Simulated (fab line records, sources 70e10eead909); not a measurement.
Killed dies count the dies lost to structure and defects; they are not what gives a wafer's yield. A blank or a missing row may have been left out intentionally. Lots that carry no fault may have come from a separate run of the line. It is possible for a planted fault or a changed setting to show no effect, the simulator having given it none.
Comparing a struck lot with a sound one / flow nand_harc / 14 out of 1302 route steps
Sound: wafers L265.1, L265.2, L265.6. The struck wafers were L252.2, L252.3, L252.6. The cause is given at the end.
At each step with rows: each side's tool, then ch and its chambers, then its first start. Under that, the readings that differ: sound wafers / struck wafers / difference of the means / sigmas: that difference in standard deviations of wafers without a fault.
alike: a reading whose means differ by less than 2 such deviations, as well as words and numbers matching on both sides. not compared: withheld readings; readings where some wafer has no value; bounds like >300 that might hide an equal value; numbers whose values overlap and for which the record gives no deviation.
A row with sigmas, a row that says differs or no value, or rows on one side alone: a step with any of these is where the two part. Numbers that have no deviation but don't overlap get no sigmas and don't part them. A reading that every wafer of one side lacks parts them only if that side has two wafers or more.

first, 5 steps without rows for these wafers: NHARC_A_ZERO_WELL_SOFTBAKE_05 (time 70 s); NHARC_A_ZERO_WELL_EBR_06; NHARC_A_ZERO_WELL_EXPOSE_07 (exposes mask A ZERO); NHARC_A_ZERO_WELL_PEB_08 (peb time 80 s); NHARC_A_ZERO_WELL_DEVELOP_09 (time 50 s).
NHARC_A_ZERO_WELL_CD_MEAS_10: the cd target is 2000 nm.
  sound on cd_sem-01 ch 0, day 13 12:57; struck on cd_sem-01 ch 0, day 8 02:52
  alike: cd_nm
then, 1 step without rows for these wafers: NHARC_A_ZERO_WELL_HARDBAKE_11 (time 65 s).
NHARC_A_ZERO_WELL_DESCUM_12: chemistry O2, time 3 s.
  sound on rie_diel-08 ch 0,1, day 13 13:07; struck on rie_diel-06 ch 0,3, day 8 03:01
  alike: drypump_motor_current_A, oes_product_au, rf_vpp_V, showerhead_plenum_p_Torr, throttle_valve_pct
  not compared: rf_hours_counter_h
NHARC_A_ZERO_WELL_ETCH_19: etches the open film in N2/H2, target depth 80 nm, overetch 24 nm, time 87.88 s.
  sound on rie_diel-08 ch 0,1, day 13 13:12; struck on rie_diel-06 ch 1,3, day 8 03:07
reading=drypump_motor_current_A (A); sound=6.8 5.8 6.8; struck=5.1 5.2 5.2; difference=-1.3; sigmas=-3
  alike: oes_product_au, rf_vpp_V, showerhead_plenum_p_Torr, throttle_valve_pct
  not compared: rf_hours_counter_h
NHARC_A_ZERO_WELL_ETCH_13: etches the open film in HBr/Cl2, target depth 120 nm, time 40.1 s.
  sound on rie_si-05 ch 1,2,3, day 13 13:20; struck on rie_si-06 ch 0,2,3, day 8 03:16
  alike: drypump_motor_current_A, he_backside_leak_sccm, oes_product_au, throttle_valve_pct
  not compared: rf_hours_counter_h
then, 1 step without rows for these wafers: NHARC_A_ZERO_WELL_STRIP_14 (strips in SPM, time 900 s).
NHARC_A_ZERO_WELL_IMPLANT_15:
  sound on implanter-01 ch 0, day 13 13:52; struck on implanter-01 ch 0, day 8 04:13
  alike: faraday_current_uA
then, 1 step without rows for these wafers: NHARC_A_ZERO_WELL_PRECLEAN_22 (cleans in SC1, time 60 s).
-- break in the record here, with 17 days between the starts of the struck wafers on either side (left off in module A_ZERO_WELL, picked up again in module END, where the first step shown is number 1302 on the route) --
NHARC_END_SORT_01:
  sound on prober-01 ch 0, day 30 12:39; struck on prober-02 ch 0, day 25 15:02
reading=killed_at_array; sound=32 31 28; struck=70 83 77; difference=+46; sigmas=+2
reading=killed_dies; sound=33 34 31; struck=74 88 85; difference=+50; sigmas=+2
  alike: killed_at_other, killed_at_periphery, killed_open, killed_short

WHERE THEY PART
Earliest at NHARC_A_ZERO_WELL_ETCH_19; latest, in this record, at NHARC_END_SORT_01.

WHY: the cause the simulator had injected
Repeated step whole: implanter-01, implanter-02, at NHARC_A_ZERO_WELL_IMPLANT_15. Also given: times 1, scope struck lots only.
